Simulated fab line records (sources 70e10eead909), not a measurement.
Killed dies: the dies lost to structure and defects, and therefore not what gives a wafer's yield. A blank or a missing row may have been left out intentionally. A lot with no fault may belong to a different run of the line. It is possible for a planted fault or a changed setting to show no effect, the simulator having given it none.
Commonality check across tools    flow nandHarc    Sampled: 13 lots, 45 wafers

REASON FOR OPENING
At NHARC_A_ZERO_WELL_INSPECT_17 the reading rawDefectCount is flagged on 2 of 13 lots. Fault-free wafers read 9, with a standard deviation of 4.8.
Rule: a lot is flagged when every wafer of it that has a number lies more than 4 standard deviations from that mean, or none has a number. All remaining lots are regarded as sound.

lot   measured      on                rawDefectCount, wafer by wafer  flag
L795  day 7 14:48   defectInspect-02  6 8 13                          
L796  day 8 07:07   defectInspect-01  7 8 6                           
L797  day 8 10:52   defectInspect-02  7 18 7                          
L798  day 8 18:12   defectInspect-02  9 11 21                         
L799  day 9 14:38   defectInspect-01  2 9 6                           
L802  day 10 21:25  defectInspect-02  840 789 798 822 798 784         FLAGGED
L803  day 11 00:43  defectInspect-01  769 859 766 766 862 775         FLAGGED
L810  day 14 03:27  defectInspect-01  8 3 6                           
L812  day 14 16:47  defectInspect-01  10 7 3                          
L811  day 14 17:07  defectInspect-02  10 12 14                        
L813  day 15 08:22  defectInspect-01  15 13 8                         
L814  day 15 20:47  defectInspect-02  14 1 3                          
L816  day 16 02:27  defectInspect-02  4 9 8                           
Flagged lots average 802: +793 relative to the usual, that is +99 or more standard deviations.

WHICH TOOL RAN EACH LOT
Before the reading, the record contains 2 process steps out of a 1302-step route. Every cell lists first the tool, next ch and the chambers used by the sampled wafers, and last the start.
lot   flag     NHARC_P_BONDPAD_DEGAS_25     NHARC_A_ZERO_WELL_PRECLEAN_22
L795           pvdSputter-02, day 7 10:26   wetBench-01 ch 1,2,4, day 7 14:28
L796           pvdSputter-01, day 8 02:44   wetBench-01 ch 1,2,3, day 8 06:48
L797           pvdSputter-02, day 8 06:23   wetBench-05 ch 3,4,7, day 8 10:32
L798           pvdSputter-03, day 8 13:46   wetBench-05 ch 1,2,4, day 8 17:53
L799           pvdSputter-03, day 9 10:08   wetBench-06 ch 0,4,7, day 9 14:18
L802  FLAGGED  pvdSputter-02, day 10 16:57  wetBench-01 ch 0,2,4, day 10 21:05
L803  FLAGGED  pvdSputter-03, day 10 20:13  wetBench-01 ch 0,3,5, day 11 00:20
L810           pvdSputter-01, day 13 22:51  wetBench-06 ch 0,2,3, day 14 03:08
L812           pvdSputter-02, day 14 12:24  wetBench-01 ch 4,5,6, day 14 16:28
L811           pvdSputter-03, day 14 12:41  wetBench-05 ch 1,2,7, day 14 16:46
L813           pvdSputter-01, day 15 04:02  wetBench-01 ch 1,4,6, day 15 08:02
L814           pvdSputter-02, day 15 16:24  wetBench-01 ch 2,3,7, day 15 20:27
L816           pvdSputter-02, day 15 22:04  wetBench-01 ch 0,3,4, day 16 02:07
What is done by these steps:
- NHARC_P_BONDPAD_DEGAS_25: time 60 s.
- NHARC_A_ZERO_WELL_PRECLEAN_22: cleans in SC1, time 60 s.
- NHARC_A_ZERO_WELL_INSPECT_17

FLAGGED OVER TOTAL, TOOL BY TOOL (the gauges that took the reading come last)
step                           tool              lots run  flagged  share of the flagged lots  sound lots run after its first flagged lot
NHARC_P_BONDPAD_DEGAS_25       pvdSputter-01     3         0        none                       -
NHARC_P_BONDPAD_DEGAS_25       pvdSputter-02     6         1        some                       3 (L812,L814,L816)
NHARC_P_BONDPAD_DEGAS_25       pvdSputter-03     4         1        some                       1 (L811)
NHARC_A_ZERO_WELL_PRECLEAN_22  wetBench-01       8         2        all                        4 (L812,L813,L814,L816)
NHARC_A_ZERO_WELL_PRECLEAN_22  wetBench-05       3         0        none                       -
NHARC_A_ZERO_WELL_PRECLEAN_22  wetBench-06       2         0        none                       -
NHARC_A_ZERO_WELL_INSPECT_17   defectInspect-01  6         1        some                       3 (L810,L812,L813)
NHARC_A_ZERO_WELL_INSPECT_17   defectInspect-02  7         1        some                       3 (L811,L814,L816)

WHAT THE TABLE PERMITS
All flagged lots share 1 row of the table, namely wetBench-01 at NHARC_A_ZERO_WELL_PRECLEAN_22.
- wetBench-01 at NHARC_A_ZERO_WELL_PRECLEAN_22 ran 8 lots, 2 of them flagged. Sound lots followed the first flagged one (L812, L813, L814, L816) on it, something a lasting fault affecting the whole tool could not allow.
Every row of the table either missed a flagged lot or ran a sound lot after the first.

WHAT THE SIMULATOR HAD INSERTED
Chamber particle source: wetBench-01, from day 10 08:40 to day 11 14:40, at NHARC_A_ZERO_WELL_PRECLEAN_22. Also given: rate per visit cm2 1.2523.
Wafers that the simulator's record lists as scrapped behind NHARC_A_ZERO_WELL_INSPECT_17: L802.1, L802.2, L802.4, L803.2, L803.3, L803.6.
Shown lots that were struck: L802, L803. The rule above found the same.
